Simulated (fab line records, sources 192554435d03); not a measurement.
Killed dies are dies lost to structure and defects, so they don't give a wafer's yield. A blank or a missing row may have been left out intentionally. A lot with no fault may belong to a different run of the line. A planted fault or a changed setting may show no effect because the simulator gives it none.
Which of the tools did it? -- flow n5_finfet -- 24 lots, 72 wafers sampled, at 2 steps of a route of 1938

WHAT EACH GAUGE READ, for each wafer
N5_BEOL_M2_CD_MEAS_35: target cd 18 nm, target cd y 22.2 nm.
lot,measured,on,cd_nm (nm)
L074,day 6 17:17,cd_sem-01,18.0 18.2 18.6
L075,day 7 00:39,cd_sem-01,17.1 17.5 17.5
L076,day 7 09:07,cd_sem-02,17.5 17.2 17.8
L077,day 7 10:50,cd_sem-03,18.1 18.1 18.3
L078,day 7 12:01,cd_sem-02,18.2 18.0 17.9
L079,day 8 01:10,cd_sem-01,17.5 17.3 17.9
L080,day 8 10:35,cd_sem-01,17.7 18.0 17.8
L082,day 8 14:34,cd_sem-01,18.3 18.3 18.4
L081,day 8 18:55,cd_sem-01,17.4 18.4 18.0
L083,day 8 21:10,cd_sem-03,18.1 17.6 17.5
L084,day 9 00:33,cd_sem-03,18.4 18.3 18.1
L085,day 9 12:22,cd_sem-01,17.6 17.8 18.0
L086,day 9 23:15,cd_sem-03,17.3 18.3 17.6
L087,day 9 23:25,cd_sem-03,18.3 17.8 18.3
L088,day 9 23:53,cd_sem-03,18.4 18.4 18.0
L089,day 10 20:17,cd_sem-01,18.2 17.8 17.9
L090,day 11 04:14,cd_sem-03,17.8 18.1 17.8
L091,day 11 04:36,cd_sem-03,17.5 18.0 18.5
L093,day 11 04:40,cd_sem-03,18.1 18.4 17.7
L092,day 11 05:05,cd_sem-03,18.1 17.7 18.2
L094,day 11 15:04,cd_sem-01,18.1 17.9 17.8
L095,day 11 22:59,cd_sem-03,17.8 18.0 18.2
L097,day 12 09:08,cd_sem-02,17.7 18.1 17.9
L096,day 12 11:10,cd_sem-02,18.2 17.9 18.1

WHAT TOOL EACH LOT RAN ON (gives the tool, then ch and the chambers of the sampled wafers, and finally the start)
lot,N5_BEOL_M2_ETCH_41
L074,"rie_diel-01 ch 1,2,3, day 6 17:17 or earlier"
L075,"rie_diel-02 ch 0,1,3, day 7 00:39 or earlier"
L076,"rie_diel-01 ch 0,3, day 7 09:07 or earlier"
L077,"rie_diel-04 ch 0,1,2, day 7 10:50 or earlier"
L078,"rie_diel-01 ch 0,2,3, day 7 12:01 or earlier"
L079,"rie_diel-02 ch 0,1, day 8 01:10 or earlier"
L080,"rie_diel-02 ch 0,1,3, day 8 10:35 or earlier"
L082,"rie_diel-01 ch 1,2,3, day 8 14:34 or earlier"
L081,"rie_diel-02 ch 0,2,3, day 8 18:55 or earlier"
L083,"rie_diel-02 ch 1,3, day 8 21:10 or earlier"
L084,"rie_diel-04 ch 0,1,3, day 9 00:33 or earlier"
L085,"rie_diel-01 ch 0,1,3, day 9 12:22 or earlier"
L086,"rie_diel-01 ch 0,1,3, day 9 23:15 or earlier"
L087,"rie_diel-04 ch 0,1, day 9 23:25 or earlier"
L088,"rie_diel-04 ch 0,1,2, day 9 23:53 or earlier"
L089,"rie_diel-01 ch 2,3, day 10 20:17 or earlier"
L090,"rie_diel-01 ch 1,2,3, day 11 04:14 or earlier"
L091,"rie_diel-01 ch 0,1,2, day 11 04:36 or earlier"
L093,"rie_diel-02 ch 0,1,2, day 11 04:40 or earlier"
L092,"rie_diel-01 ch 1,2, day 11 05:05 or earlier"
L094,"rie_diel-04 ch 0,2,3, day 11 15:04 or earlier"
L095,"rie_diel-01 ch 0,1,3, day 11 22:59 or earlier"
L097,"rie_diel-01 ch 0,1, day 12 09:08 or earlier"
L096,"rie_diel-04 ch 1,2, day 12 11:10 or earlier"
- N5_BEOL_M2_ETCH_41: etches SiCN in CH3F/O2, target depth 29.9 nm, time 52.5 s.

WHAT THE TOOLS THEMSELVES READ (means of the sampled wafers that have a number; where no wafer has one, the mark that the record gives instead)
N5_BEOL_M2_ETCH_41.
lot,tool,drypump_motor_current_A (A),oes_product_au (a.u.),rf_vpp_V (V),showerhead_plenum_p_Torr (Torr),throttle_valve_pct (%)
L074,rie_diel-01,6.0,0.86,298.8,2.06,16.32
L075,rie_diel-02,5.3,0.82,297.1,1.99,16.32
L076,rie_diel-01,6.0,0.96,299.3,2.07,16.25
L077,rie_diel-04,5.3,0.85,297.7,2.02,16.45
L078,rie_diel-01,5.9,0.93,298.7,2.09,16.18
L079,rie_diel-02,5.4,0.87,297.4,1.97,16.24
L080,rie_diel-02,5.3,0.80,297.2,1.98,16.35
L082,rie_diel-01,6.0,0.83,298.0,2.05,16.35
L081,rie_diel-02,5.2,0.74,297.1,1.97,16.57
L083,rie_diel-02,5.2,0.85,296.6,1.97,16.16
L084,rie_diel-04,5.2,0.79,298.0,2.01,16.46
L085,rie_diel-01,6.1,0.85,298.0,2.02,16.44
L086,rie_diel-01,6.1,0.84,297.4,2.02,16.44
L087,rie_diel-04,5.2,0.81,297.7,2.02,16.48
L088,rie_diel-04,5.3,0.82,297.3,2.01,16.49
L089,rie_diel-01,6.0,0.82,298.7,2.10,16.42
L090,rie_diel-01,6.0,0.80,299.0,2.04,16.40
L091,rie_diel-01,5.9,0.85,298.1,2.02,16.20
L093,rie_diel-02,5.3,0.77,297.1,1.95,16.50
L092,rie_diel-01,5.8,0.83,298.9,2.05,16.13
L094,rie_diel-04,5.5,0.84,297.4,2.02,16.47
L095,rie_diel-01,6.1,0.82,298.0,2.02,16.49
L097,rie_diel-01,6.0,0.80,296.4,1.96,16.47
L096,rie_diel-04,5.0,0.92,297.2,1.98,16.27

THE ANSWER, worked out from the rows above alone
Rule: what is usual is taken from the lots themselves. Put in order of their means at a reading, lots are off if they are a third of the lots or fewer, leave a main group of 4 or more, and stand apart from it by a gap of 3 or more times the standard deviation of the main group's means; of several such gaps the widest counts. The tables above print the reading to a certain number of digits; a main group whose means all agree to those digits is not used. A lot without any number at a reading at which 4 lots or more have one is off too. All remaining lots with rows at the step are treated as sound. Order of review: gauges by route order, followed by the tools' own readings, for which a lot's mean as printed above is used. The first step at which some lot is off is used, and at that step the reading that is off furthest; a lot without a number counts as furthest.
Nothing can be told from this: no lot is off at any reading shown.

WHAT THE SIMULATOR HAD PUT IN
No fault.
